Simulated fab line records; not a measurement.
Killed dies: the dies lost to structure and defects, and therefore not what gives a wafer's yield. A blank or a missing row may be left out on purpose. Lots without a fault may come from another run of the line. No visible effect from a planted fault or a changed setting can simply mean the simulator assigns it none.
The same fault as seen by 2 desks ; flow n5 finfet ; each desk has only its own numbers; what lay behind them comes last

FROM THE METROLOGY DESK
What the gauges read for every lot (on any tool): the sampled wafers with a number, averaged. If a lot's mean is further than 4 standard deviations from the usual mean, the lot is out of limits and carries the mark OUT (the distance appears in the brackets). It has 14 readings, of which 7 appear: the earliest out of limits, and the ones furthest out on some lot.
Columns: A = M1_OVL at N5_BEOL_M1_OVL_MEAS_12, usual -0.6 nm; B = trench depth nm at N5_BEOL_M1_OCD_MEAS_38, usual 55.4 nm; C = CHAIN_V0 at N5_BEOL_M4_RC_MEAS_101, usual 233 ohm/link; D = CHAIN_V0_max_site at N5_BEOL_M4_RC_MEAS_101, usual 242 ohm/link; E = DIBL_N at N5_BEOL_M4_RC_MEAS_101, usual 36.3 mV/V; F = ION_N at N5_BEOL_M4_RC_MEAS_101, usual 672 uA/um; G = ION_P at N5_BEOL_M4_RC_MEAS_101, usual 462 uA/um
lot;first seen here;A;B;C;D;E;F;G
L147;day 6 12:29;-1.3;54.8;236;246;36.8;674;461
L148;day 6 16:37;-0.2;55.0;242;249;35.4;670;454
L151;day 7 11:19;-1.4;55.9;228;236;35.8;684;463
L152;day 7 15:15;-1.6;54.8;233;243;37.6;674;455
L153;day 7 18:10;-0.7;55.7;230;242;36.8;679;460
L154;day 8 06:11;-0.8;55.6;236;247;35.8;667;461
L156;day 8 16:19;-0.8;54.9;244;250;37.5;675;465
L167;day 11 04:27;0.9;42.5 (-17) OUT;257;267;34.6;669;468
L168;day 11 16:17;-0.4;42.7 (-16) OUT;248;260;35.8;678;461
This desk's finding: out of limits on L167, L168; first on L167, day 11 16:38 (trench depth nm at N5_BEOL_M1_OCD_MEAS_38). Within limits: L147, L148, L151, L152, L153, L154, L156.

THE TOOL OWNER'S DESK: rie diel-01
The tool's own readings at N5_BEOL_M1_TRENCH_ETCH_37 (etches SiOC in C4F6/O2, target depth 55.207 nm, time 29 s): means of the sampled wafers that have a number, for each lot that ran on this tool. If a lot's mean is further than 4 standard deviations from the usual mean, the lot is out of limits and carries the mark OUT (the distance appears in the brackets).
Columns: A = drypump motor current A at N5_BEOL_M1_TRENCH_ETCH_37, usual 5.8 A; B = oes product au at N5_BEOL_M1_TRENCH_ETCH_37, usual 0.83 a.u.; C = rf vpp V at N5_BEOL_M1_TRENCH_ETCH_37, usual 661 V; D = showerhead plenum p Torr at N5_BEOL_M1_TRENCH_ETCH_37, usual 2.84 Torr; E = throttle valve pct at N5_BEOL_M1_TRENCH_ETCH_37, usual 20.84 %
lot;first seen here;A;B;C;D;E
L147;day 6 16:02;5.6;0.76;663;2.76;21.07
L151;day 8 06:49;5.7;0.89;661;2.86;20.85
L152;day 8 10:01;5.6;0.81;663;2.80;21.01
L167;day 11 16:29;5.5;0.78;664;2.92;20.80
L168;day 12 04:19;5.8;0.78;661;2.96;20.71
This desk's verdict: no lot among the 5 shows anything out of limits.

BROUGHT TOGETHER
On L167, L168, the metrology desk was in a position to raise an alarm at day 11 16:38.
The desk of the tool owner found nothing out of limits.
The tool owner's desk has L167, L168 on record, within its limits.
All the named lots went through N5_BEOL_M1_TRENCH_ETCH_37 on rie diel-01.

WHAT HAD BEEN PUT IN BY THE SIMULATOR
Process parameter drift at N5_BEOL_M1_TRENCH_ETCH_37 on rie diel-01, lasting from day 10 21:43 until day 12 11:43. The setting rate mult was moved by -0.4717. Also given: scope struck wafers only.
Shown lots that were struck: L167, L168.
Per desk, hours elapsed from the start of the fault to the first reading out of limits: for the metrology desk, 19.
